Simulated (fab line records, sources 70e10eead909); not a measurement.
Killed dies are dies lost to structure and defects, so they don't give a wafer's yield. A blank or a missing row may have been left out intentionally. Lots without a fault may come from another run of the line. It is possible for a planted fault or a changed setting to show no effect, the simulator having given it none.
The tool behind it: which one? :: flow nand-harc :: Sampling: 12 lots, 36 wafers, 5 of 1159 route steps

== WHAT THE GAUGES READ, wafer by wafer ==
NHARC_HYBRID_BOND_INSPECT_06: inspects for defects (ir void). Usual: raw-defect-count 35, standard deviation 14.
lot: L952
measured: day 19 09:19
on: defect-inspect-01
raw-defect-count: 18 18 22
flag: 

lot: L954
measured: day 19 09:19
on: defect-inspect-02
raw-defect-count: 21 23 29
flag: 

lot: L957
measured: day 19 09:20
on: defect-inspect-02
raw-defect-count: 26 36 38
flag: 

lot: L955
measured: day 19 17:40
on: defect-inspect-02
raw-defect-count: 38 40 28
flag: 

lot: L958
measured: day 20 01:05
on: defect-inspect-02
raw-defect-count: 25 38 26
flag: 

lot: L956
measured: day 20 01:07
on: defect-inspect-01
raw-defect-count: 25 29 31
flag: 

lot: L964
measured: day 21 00:20
on: defect-inspect-01
raw-defect-count: 47 55 46
flag: 

lot: L961
measured: day 21 07:10
on: defect-inspect-02
raw-defect-count: 19 18 23
flag: 

lot: L970
measured: day 23 10:48
on: defect-inspect-02
raw-defect-count: 40 53 61
flag: 

lot: L972
measured: day 23 14:23
on: defect-inspect-02
raw-defect-count: 44 38 39
flag: 

lot: L974
measured: day 24 05:53
on: defect-inspect-02
raw-defect-count: 25 23 24
flag: 

lot: L975
measured: day 24 13:53
on: defect-inspect-02
raw-defect-count: 48 65 59
flag: 

NHARC_THIN_TSV_CD_MEAS_16. Usual: cd-nm 999.4 nm, standard deviation 1.8.
lot: L952
measured: day 19 17:59
on: cd-sem-01
cd-nm (nm): 1000.7 1000.0 999.1
flag: 

lot: L954
measured: day 19 18:59
on: cd-sem-03
cd-nm (nm): 996.6 998.6 998.9
flag: 

lot: L957
measured: day 19 20:11
on: cd-sem-02
cd-nm (nm): 997.7 997.4 996.6
flag: 

lot: L955
measured: day 19 21:24
on: cd-sem-02
cd-nm (nm): 1001.3 1001.5 1005.4
flag: 

lot: L958
measured: day 20 04:44
on: cd-sem-03
cd-nm (nm): 998.1 1000.2 999.5
flag: 

lot: L956
measured: day 20 06:07
on: cd-sem-02
cd-nm (nm): 1002.0 1000.6 1000.2
flag: 

lot: L964
measured: day 21 05:04
on: cd-sem-01
cd-nm (nm): 999.2 998.9 1001.5
flag: 

lot: L961
measured: day 21 10:49
on: cd-sem-02
cd-nm (nm): 1000.1 1002.4 1002.1
flag: 

lot: L970
measured: day 23 15:38
on: cd-sem-03
cd-nm (nm): 998.2 999.6 998.1
flag: 

lot: L972
measured: day 23 18:08
on: cd-sem-03
cd-nm (nm): 998.7 1001.2 999.8
flag: 

lot: L974
measured: day 24 09:42
on: cd-sem-03
cd-nm (nm): 999.8 1000.3 996.9
flag: 

lot: L975
measured: day 24 17:58
on: cd-sem-03
cd-nm (nm): 998.8 998.2 1000.0
flag: 

NHARC_END_SORT_01. Usual: defect-limited-yield 95.2 %, standard deviation 1.6; killed-at-array 29, standard deviation 10; killed-at-other 0.7, standard deviation 1.1; killed-at-periphery 3.2, standard deviation 2.2; killed-dies 33, standard deviation 11; killed-open 3.5, standard deviation 1.8; killed-short 2.0, standard deviation 1.4; sort_bin_2_pct 1.5 %, standard deviation 0.61; sort_bin_3_pct 0.29 %, standard deviation 0.22; sort_bin_4_pct 3.1 %, standard deviation 1.1; sort-n-pass 644, standard deviation 11; sort-rim-yield-pct 95 %, standard deviation 3.3; sort-yield-pct 95.2 %, standard deviation 1.6.
lot: L961
measured: day 22 09:40
on: prober-01
defect-limited-yield (%): 97.2 0 95.9
killed-at-array: 13 8 22
killed-at-other: 0 661 1
killed-at-periphery: 6 8 5
killed-dies: 19 677 28
killed-open: 2 2 4
killed-short: 2 0 3
sort_bin_2_pct (%): 0.3 99.0 0.7
sort_bin_3_pct (%): 0.44 0 0.74
sort_bin_4_pct (%): 2.1 1.0 2.7
sort-n-pass: 658 0 649
sort-rim-yield-pct (%): 96 0 98
sort-yield-pct (%): 97.2 0 95.9
flag: OFF

== WHAT TOOL EACH LOT RAN ON (gives the tool, then ch and the chambers of the sampled wafers, and finally the start) ==
lot: L952
NHARC_A_BONDPAD_CMP_29: cmp-02 ch 1,2,3, day 18 02:51
NHARC_THIN_TSV_ETCH_44: rie-diel-03 ch 0,1,3, day 19 17:16

lot: L954
NHARC_A_BONDPAD_CMP_29: cmp-03 ch 1,2, day 18 14:20
NHARC_THIN_TSV_ETCH_44: rie-diel-05 ch 0,2,3, day 19 18:23

lot: L957
NHARC_A_BONDPAD_CMP_29: cmp-03 ch 0,3, day 18 14:35
NHARC_THIN_TSV_ETCH_44: rie-diel-09 ch 0,3, day 19 19:20

lot: L955
NHARC_A_BONDPAD_CMP_29: cmp-03 ch 0,1,3, day 19 02:40
NHARC_THIN_TSV_ETCH_44: rie-diel-05 ch 2,3, day 19 20:40

lot: L958
NHARC_A_BONDPAD_CMP_29: cmp-02 ch 0,1,2, day 19 10:55
NHARC_THIN_TSV_ETCH_44: rie-diel-03 ch 0,2, day 20 03:59

lot: L956
NHARC_A_BONDPAD_CMP_29: cmp-01 ch 0,1,3, day 19 12:03
NHARC_THIN_TSV_ETCH_44: rie-diel-09 ch 0,3, day 20 05:17

lot: L964
NHARC_A_BONDPAD_CMP_29: cmp-02 ch 0,1, day 20 11:32
NHARC_THIN_TSV_ETCH_44: rie-diel-03 ch 1,2, day 21 04:22

lot: L961
NHARC_A_BONDPAD_CMP_29: cmp-03 ch 0,2, day 20 16:45
NHARC_THIN_TSV_ETCH_44: rie-diel-05 ch 0,1,3, day 21 10:06

lot: L970
NHARC_A_BONDPAD_CMP_29: cmp-01 ch 0,2,3, day 22 20:16
NHARC_THIN_TSV_ETCH_44: rie-diel-09 ch 1,2,3, day 23 15:04

lot: L972
NHARC_A_BONDPAD_CMP_29: cmp-01 ch 0,2,3, day 23 00:50
NHARC_THIN_TSV_ETCH_44: rie-diel-09 ch 0,2,3, day 23 17:34

lot: L974
NHARC_A_BONDPAD_CMP_29: cmp-01 ch 0,1,2, day 23 15:49
NHARC_THIN_TSV_ETCH_44: rie-diel-03 ch 2,3, day 24 09:02

lot: L975
NHARC_A_BONDPAD_CMP_29: cmp-02 ch 0,1,3, day 24 00:01
NHARC_THIN_TSV_ETCH_44: rie-diel-03 ch 0,2,3, day 24 17:16
- NHARC_A_BONDPAD_CMP_29: polishes SiCN, target thk 200 nm.
- NHARC_THIN_TSV_ETCH_44: etches the open film in CF4/O2, target depth 1594.2 nm, time 797.1 s.

== AS READ BY THE TOOLS THEMSELVES (means over the sampled wafers that have a number; for cases with no such wafer, the mark the record gives instead) ==
NHARC_A_BONDPAD_CMP_29. Usual: motor-current-A 12.3 A, standard deviation 1.4.
lot: L952
tool: cmp-02
motor-current-A (A): 12.2
flag: 

lot: L954
tool: cmp-03
motor-current-A (A): 12.8
flag: 

lot: L957
tool: cmp-03
motor-current-A (A): 11.6
flag: 

lot: L955
tool: cmp-03
motor-current-A (A): 11.6
flag: 

lot: L958
tool: cmp-02
motor-current-A (A): 11.5
flag: 

lot: L956
tool: cmp-01
motor-current-A (A): 13.0
flag: 

lot: L964
tool: cmp-02
motor-current-A (A): 11.9
flag: 

lot: L961
tool: cmp-03
motor-current-A (A): 12.6
flag: 

lot: L970
tool: cmp-01
motor-current-A (A): 13.1
flag: 

lot: L972
tool: cmp-01
motor-current-A (A): 13.2
flag: 

lot: L974
tool: cmp-01
motor-current-A (A): 12.6
flag: 

lot: L975
tool: cmp-02
motor-current-A (A): 12.9
flag: 

NHARC_THIN_TSV_ETCH_44. Usual: drypump-motor-current-A 5.7 A, standard deviation 0.44; oes-product-au 1.000 a.u., standard deviation 0.01; rf-vpp-V 795 V, standard deviation 3.2; showerhead-plenum-p-Torr 1.85 Torr, standard deviation 0.051; throttle-valve-pct 16.915 %, standard deviation 0.0091.
lot: L952
tool: rie-diel-03
drypump-motor-current-A (A): 5.7
oes-product-au (a.u.): 1.004
rf-vpp-V (V): 796
showerhead-plenum-p-Torr (Torr): 1.86
throttle-valve-pct (%): 16.916
flag: 

lot: L954
tool: rie-diel-05
drypump-motor-current-A (A): 5.5
oes-product-au (a.u.): 1.005
rf-vpp-V (V): 791
showerhead-plenum-p-Torr (Torr): 1.79
throttle-valve-pct (%): 16.917
flag: 

lot: L957
tool: rie-diel-09
drypump-motor-current-A (A): 5.9
oes-product-au (a.u.): 1.015
rf-vpp-V (V): 795
showerhead-plenum-p-Torr (Torr): 1.86
throttle-valve-pct (%): 16.907
flag: 

lot: L955
tool: rie-diel-05
drypump-motor-current-A (A): 5.6
oes-product-au (a.u.): 1.005
rf-vpp-V (V): 792
showerhead-plenum-p-Torr (Torr): 1.81
throttle-valve-pct (%): 16.910
flag: 

lot: L958
tool: rie-diel-03
drypump-motor-current-A (A): 5.9
oes-product-au (a.u.): 1.007
rf-vpp-V (V): 799
showerhead-plenum-p-Torr (Torr): 1.90
throttle-valve-pct (%): 16.921
flag: 

lot: L956
tool: rie-diel-09
drypump-motor-current-A (A): 5.9
oes-product-au (a.u.): 0.992
rf-vpp-V (V): 798
showerhead-plenum-p-Torr (Torr): 1.89
throttle-valve-pct (%): 16.920
flag: 

lot: L964
tool: rie-diel-03
drypump-motor-current-A (A): 5.7
oes-product-au (a.u.): 1.007
rf-vpp-V (V): 797
showerhead-plenum-p-Torr (Torr): 1.87
throttle-valve-pct (%): 16.920
flag: 

lot: L961
tool: rie-diel-05
drypump-motor-current-A (A): 5.4
oes-product-au (a.u.): 0.961
rf-vpp-V (V): 790
showerhead-plenum-p-Torr (Torr): 1.77
throttle-valve-pct (%): 16.912
flag: OFF

lot: L970
tool: rie-diel-09
drypump-motor-current-A (A): 6.2
oes-product-au (a.u.): 0.988
rf-vpp-V (V): 797
showerhead-plenum-p-Torr (Torr): 1.88
throttle-valve-pct (%): 16.917
flag: 

lot: L972
tool: rie-diel-09
drypump-motor-current-A (A): 6.0
oes-product-au (a.u.): 0.993
rf-vpp-V (V): 796
showerhead-plenum-p-Torr (Torr): 1.87
throttle-valve-pct (%): 16.911
flag: 

lot: L974
tool: rie-diel-03
drypump-motor-current-A (A): 5.5
oes-product-au (a.u.): 1.009
rf-vpp-V (V): 798
showerhead-plenum-p-Torr (Torr): 1.90
throttle-valve-pct (%): 16.917
flag: 

lot: L975
tool: rie-diel-03
drypump-motor-current-A (A): 5.7
oes-product-au (a.u.): 1.003
rf-vpp-V (V): 798
showerhead-plenum-p-Torr (Torr): 1.89
throttle-valve-pct (%): 16.917
flag: 

== THE ANSWER, worked out from the rows above alone ==
Rule: take the mean of a lot's wafers that have a number; if it is more than 3 standard deviations from the usual mean, the lot is off. A lot without any number at a reading at which 4 lots or more have one is off too. The other lots that the step has rows for count as sound. First the gauges in route order, then the tools' own readings, where a lot's mean is used as printed above. The first step at which some lot is off is used, and at that step the reading that is off furthest; a lot without a number counts as furthest.
Off: L961, at NHARC_END_SORT_01 (killed-at-other). Neither off nor sound, because the step has no rows for them: L952, L954, L957, L955, L958, L956, L964, L970, L972, L974, L975.
If a tool, at a process step before that reading, ran all the lots that are off and no sound lot after the first of them, it fits. The gauges at NHARC_END_SORT_01 aren't tried: what is off there is off at NHARC_THIN_TSV_ETCH_44 too, on other tools, and a gauge's error can't cause that. Undecided on this evidence; 2 tools fit (cmp-03 at NHARC_A_BONDPAD_CMP_29, rie-diel-05 at NHARC_THIN_TSV_ETCH_44).

== WHAT THE SIMULATOR PUT IN ==
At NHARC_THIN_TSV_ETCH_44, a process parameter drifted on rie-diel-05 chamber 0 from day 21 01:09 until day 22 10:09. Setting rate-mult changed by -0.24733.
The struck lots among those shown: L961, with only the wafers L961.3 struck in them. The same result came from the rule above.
